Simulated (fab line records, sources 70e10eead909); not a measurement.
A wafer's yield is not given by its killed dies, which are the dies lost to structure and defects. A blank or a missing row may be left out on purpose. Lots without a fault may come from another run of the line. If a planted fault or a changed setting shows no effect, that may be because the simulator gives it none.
Problem report, 8D (eight disciplines) form, completed by code + flow nand_harc + the parts of the form that need people (team, actions taken, sign-off) are left out

## 1. THE ISSUE
Wafers without a fault read 99.9 nm, standard deviation 0.66; cd_nm at NHARC_A_CONTACT_CD_MEAS_08 reads a mean of 119.0 nm on 6 wafers belonging to 2 lots. Measured from the usual mean, that is +29 standard deviations.
The step: target cd 100 nm.
First seen on wafer L758.4, day 20 15:51, on cd_sem-03. The record holds 36 wafers of 12 lots with a number at this step. The rule behind "out" and "out of limits": a value lying over 4 standard deviations away from the usual mean. The other wafers with a number count as sound.

## 2. WHAT IT IS, AND WHAT IT ISN'T
| question                    | is                     | is not                                                              |
|-----------------------------|------------------------|---------------------------------------------------------------------|
| which readings at this step | cd_nm                  | -                                                                   |
| which lots                  | L758, L763             | L745, L748, L749, L750, L752, L753, L755, L756, L759, L767          |
| which wafers of those lots  | all that have a number | -                                                                   |
| read on which gauges        | cd_sem-02, cd_sem-03   | cd_sem-01                                                           |
| when                        | from day 20 15:51      | up to then (27 sound wafers); but 3 sound wafers of L767 came after |

## 3. THE SUSPECTS, EACH WITH WHAT RULES IT OUT
Counting: any tool at a process step up to the reading is kept as a suspect provided that every lot that is out went through it and no sound lot did after the first of them.
- the gauge at NHARC_A_CONTACT_CD_MEAS_08 has been ruled out. Those wafers that are out were read across 2 gauges (cd_sem-02, cd_sem-03).
- arfi_scanner-03 at NHARC_A_CONTACT_EXPOSE_05 (exposes mask A CC): kept. Every lot that is out went through it, starting with L758 (day 20 15:43), and after that it ran no sound lot; the last sound lot it ran before then is L756 (day 19 15:05). Its own exposure_dose_mJ_cm2 readings are out on those wafers.
The count leaves arfi_scanner-03 at NHARC_A_CONTACT_EXPOSE_05.

## 4. THE CAUSE (what the simulator had put in)
Process parameter drift: arfi_scanner-03, from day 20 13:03 on, at NHARC_A_CONTACT_EXPOSE_05. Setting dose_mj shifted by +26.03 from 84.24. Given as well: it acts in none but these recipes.
After counting, this tool was the only one left.

## 5. SEQUENCE OF EFFECTS, ordered by route
Each row: a reading where the mean over the struck wafers with a number is more than 3 standard deviations away from the usual. Scope: only readings with a usual standard deviation given in the record; hours: median across lots of the time from each lot's start at the first step in this table that gives one to its start at this step; sigmas: change in usual standard deviations.
| hours | step                       | reading              | usual   | on struck wafers | change | sigmas      |
|-------|----------------------------|----------------------|---------|------------------|--------|-------------|
| 0     | NHARC_A_CONTACT_EXPOSE_05  | exposure_dose_mJ_cm2 | 84.19   | 107.61           | +23.42 | +99 or more |
| 0     | NHARC_A_CONTACT_CD_MEAS_08 | cd_nm                | 99.9 nm | 119.0            | +19.1  | +29         |
Here are the process steps it includes:
- NHARC_A_CONTACT_EXPOSE_05: exposes mask A CC.
Later measuring or inspecting steps at which every struck wafer that the step has a row for has a number for every such reading, and none has moved that far: NHARC_A_CONTACT_OVL_MEAS_09.

## 6. HOW IT WOULD HAVE BEEN CAUGHT EARLIER
Counted from the fault's start at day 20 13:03, it took 3 hours until the first out-of-limits reading at a measuring or inspecting step in this record, taken at day 20 15:51.
The tool's own readings at NHARC_A_CONTACT_EXPOSE_05 were out on every struck wafer that the step has a row for (exposure_dose_mJ_cm2): an alarm limit on them would have fired on the first of those.
Of the lots that are out (2), L763 began NHARC_A_CONTACT_EXPOSE_05 on arfi_scanner-03 after day 20 15:51. A hold on the tool at that time would have spared it.
